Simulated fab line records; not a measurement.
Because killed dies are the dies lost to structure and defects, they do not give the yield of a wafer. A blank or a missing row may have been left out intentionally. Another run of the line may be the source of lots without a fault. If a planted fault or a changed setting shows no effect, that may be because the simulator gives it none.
Which of the tools did it? ; flow n5_finfet ; Sampling: 9 lots, 27 wafers, 7 of 1938 route steps

## WHAT EACH GAUGE READ, for each wafer
N5_BEOL_M4_RC_MEAS_101.
lot;measured;on;DIBL_N (mV/V);DIBL_P (mV/V);IOFF_N (nA/um);IOFF_P (nA/um);ION_N (uA/um);ION_P (uA/um);SS_N (mV/dec);SS_P (mV/dec);VT_N (mV);VT_P (mV)
L396;day 8 19:02;prober-02;36.0 35.5 38.2;35.6 35.7 37.7;0.173 0.165 0.214;0.22 0.23 0.27;682 682 690;468 468 469;71.7 71.4 71.7;73.0 73.1 73.6;248 247 246;-247 -244 -242
L399;day 9 04:28;prober-01;33.5 33.3 34.0;33.1 32.9 33.4;0.131 0.129 0.138;0.17 0.17 0.16;676 670 675;461 453 460;71.2 71.2 70.9;72.3 73.0 73.1;249 251 253;-254 -255 -254
L402;day 11 01:00;prober-01;34.3 35.9 33.5;35.1 36.5 34.4;0.135 0.155 0.131;0.20 0.23 0.20;681 691 668;467 467 469;71.2 71.6 71.2;73.2 73.7 72.3;254 251 252;-248 -246 -250
L405;day 11 08:31;prober-02;35.2 36.0 34.7;34.4 35.8 34.0;0.143 0.156 0.136;0.19 0.21 0.19;676 678 671;462 466 462;71.2 72.0 71.2;73.3 74.1 73.2;252 249 251;-253 -250 -253
L414;day 13 23:04;prober-01;34.1 34.5 34.7;34.2 33.9 36.2;0.138 0.140 0.165;0.20 0.19 0.24;668 670 696;462 459 477;70.5 71.0 71.9;73.2 73.2 73.1;251 253 246;-247 -249 -246
L412;day 13 23:33;prober-02;34.6 35.2 35.7;33.5 34.0 33.9;0.104 0.122 0.121;0.17 0.18 0.18;647 660 653;447 455 454;71.2 70.7 70.8;73.7 73.1 73.1;256 254 256;-256 -253 -253
L415;day 14 05:44;prober-01;33.6 36.4 33.3;33.2 36.0 32.2;0.113 0.156 0.106;0.18 0.22 0.16;655 676 656;462 475 455;70.6 71.6 70.8;72.5 73.7 71.9;253 252 255;-249 -248 -252
L416;day 14 18:48;prober-01;34.3 37.4 36.3;33.8 38.1 36.9;0.121 0.175 0.154;0.19 0.26 0.23;656 675 674;450 472 472;71.3 71.4 71.2;72.6 73.6 72.7;253 249 251;-251 -247 -250
L417;day 14 19:01;prober-02;38.4 33.5 35.1;38.9 34.8 36.8;0.223 0.133 0.157;0.25 0.19 0.21;674 675 681;451 461 466;72.7 70.7 70.6;74.1 72.9 73.5;250 252 248;-248 -248 -252

N5_BEOL_M11_OVL_MEAS_29.
lot;measured;on;V10_OVL (nm)
L396;day 12 00:38;overlay-01;0.5 -0.4 -0.2
L399;day 12 10:51;overlay-02;-0.9 0.0 -1.5
L402;day 13 18:05;overlay-01;-0.1 0.9 0.4
L405;day 13 19:36;overlay-02;-0.3 -0.3 0.2
L414;day 17 01:44;overlay-02;0.0 -0.7 0.4
L412;day 16 14:23;overlay-01;-0.8 -0.1 -0.1
L415;day 16 17:43;overlay-01;0.5 0.8 0.5
L416;day 18 01:14;overlay-02;-0.9 -0.5 -0.7
L417;day 18 01:17;overlay-02;0.0 -2.2 -0.4

N5_BEOL_M11_THK_MEAS_53: measures by xrf.
lot;measured;on;M11_THK (nm)
L396;day 12 03:49;film_metro-02;135 137 136
L399;day 12 14:46;film_metro-02;137 135 137
L402;day 13 21:17;film_metro-02;250 260 253
L405;day 13 23:21;film_metro-01;252 137 136
L414;day 17 06:52;film_metro-02;139 139 139
L412;day 16 17:02;film_metro-01;137 142 138
L415;day 16 21:46;film_metro-01;137 145 141
L416;day 18 04:25;film_metro-01;144 138 142
L417;day 18 04:20;film_metro-02;133 139 135

N5_BEOL_M11_INSPECT_58: inspects for defects (darkfield).
lot;measured;on;raw_defect_count
L396;day 12 03:58;defect_inspect-02;74 49 52
L399;day 12 14:55;defect_inspect-02;64 91 75
L402;day 13 21:26;defect_inspect-02;1032 1141 1047
L405;day 13 23:32;defect_inspect-02;1042 64 48
L414;day 17 07:01;defect_inspect-02;68 55 82
L412;day 16 17:11;defect_inspect-02;59 56 50
L415;day 16 21:55;defect_inspect-02;37 54 77
L416;day 18 04:34;defect_inspect-02;68 20 49
L417;day 18 04:31;defect_inspect-02;51 48 64

N5_BEOL_M12_OVL_MEAS_11.
lot;measured;on;V11_OVL (nm)
L396;day 12 04:35;overlay-02;4 -5 1
L399;day 12 15:25;overlay-01;6 7 6
L405;day 14 00:03;overlay-02;-2 -7
L414;day 17 07:42;overlay-02;-1 -13 -1
L412;day 16 18:31;overlay-02;4 4 2
L415;day 16 22:25;overlay-01;-4 -2 3
L416;day 18 05:04;overlay-01;-4 -5 -5
L417;day 18 05:06;overlay-02;1 3 7

## EACH LOT AND THE TOOL THAT RAN IT (in order: tool; ch and the chambers of the sampled wafers; start)
lot;N5_BEOL_M11_STRIP_19;N5_BEOL_M11_CMP_52
L396;rie_diel-02 ch 0,1,3, day 11 16:40;cmp-02 ch 0,2,3, day 12 03:35
L399;rie_diel-02 ch 0,3, day 12 08:15;cmp-01 ch 0,1,3, day 12 14:35
L402;rie_diel-03 ch 2,3, day 13 16:35;cmp-02 ch 0,1,3, day 13 21:00
L405;rie_diel-01 ch 0,1, day 13 18:58;cmp-02 ch 0,1, day 13 23:04
L414;rie_diel-02 ch 0,1,3, day 16 22:52;cmp-03 ch 0,1, day 17 06:37
L412;rie_diel-03 ch 1,2,3, day 16 13:53;cmp-03 ch 0,2,3, day 16 16:46
L415;rie_diel-01 ch 0,1,3, day 16 17:11;cmp-02 ch 0,2,3, day 16 21:29
L416;rie_diel-03 ch 0,1,2, day 17 23:06;cmp-03 ch 0,2,3, day 18 04:07
L417;rie_diel-01 ch 1,3, day 17 23:34;cmp-01 ch 2,3, day 18 04:05
- N5_BEOL_M11_STRIP_19: strips in O2.
- N5_BEOL_M11_CMP_52: polishes, stops on SiCOH lowk, t overpolish 7 s, target thk 140 nm.

## AS READ BY THE TOOLS THEMSELVES (means over the sampled wafers that have a number; for cases with no such wafer, the mark the record gives instead)
N5_BEOL_M11_STRIP_19.
lot;tool;drypump_motor_current_A (A);oes_product_au (a.u.);rf_vpp_V (V);showerhead_plenum_p_Torr (Torr);throttle_valve_pct (%)
L396;rie_diel-02;5.5;0.82;3.9;2.16;16.72
L399;rie_diel-02;5.6;0.86;3.6;2.12;16.54
L402;rie_diel-03;5.4;0.71;3.8;2.09;17.15
L405;rie_diel-01;6.0;0.71;3.2;2.08;17.02
L414;rie_diel-02;5.5;0.77;3.6;2.14;16.80
L412;rie_diel-03;5.6;0.76;3.6;2.12;17.03
L415;rie_diel-01;6.1;0.69;3.7;2.04;16.98
L416;rie_diel-03;5.5;0.76;3.8;2.12;16.94
L417;rie_diel-01;6.2;0.88;3.1;2.03;16.69

N5_BEOL_M11_CMP_52.
lot;tool;barrier_field_endpoint_s (s);motor_current_A (A);overpolish_run_s (s);retaining_ring_pressure_frac;time_to_endpoint_s (s)
L396;cmp-02;29.0;6.2;6.990;0.999;64.1
L399;cmp-01;28.9;5.4;6.997;1.003;67.5
L402;cmp-02;46.9;6.2;0.038;1.003;85.2
L405;cmp-02;35.3;5.6;4.681;0.995;73.6
L414;cmp-03;28.9;6.6;7.010;0.995;64.1
L412;cmp-03;28.9;6.5;6.999;0.999;66.3
L415;cmp-02;28.8;6.1;6.999;1.002;65.3
L416;cmp-03;28.6;6.5;7.002;1.000;65.7
L417;cmp-01;29.1;5.4;6.999;1.001;65.0

## THE ANSWER, worked out from the rows above alone
Rule: the lots themselves supply what counts as usual. Put in order of their means at a reading, lots are off if they are a third of the lots or fewer, leave a main group of 4 or more, and stand apart from it by a gap of 3 or more times the standard deviation of the main group's means; of several such gaps the widest counts. Not used: any main group whose means are identical at the precision the tables above print for the reading. A lot without any number at a reading at which 4 lots or more have one is off too. Any other lot the step has rows for is counted as sound. After the gauges, taken in route order, come the tools' own readings; for these a lot's mean is taken, as printed above. The first step at which some lot is off is used, and at that step the reading that is off furthest; a lot without a number counts as furthest.
Off: L402, L405, at N5_BEOL_M11_THK_MEAS_53 (M11_THK). Mean 138 nm and standard deviation 2.2 in the main group.
A tool fits if, at a process step before that reading, it ran every lot that is off, and no sound lot after the first of them. Not tried: the gauges at N5_BEOL_M11_THK_MEAS_53; whatever is off there is also off at N5_BEOL_M11_INSPECT_58, on other tools, and gauge error can't account for it. Not one of the candidates tried fits.

## WHAT THE SIMULATOR HAD PUT IN
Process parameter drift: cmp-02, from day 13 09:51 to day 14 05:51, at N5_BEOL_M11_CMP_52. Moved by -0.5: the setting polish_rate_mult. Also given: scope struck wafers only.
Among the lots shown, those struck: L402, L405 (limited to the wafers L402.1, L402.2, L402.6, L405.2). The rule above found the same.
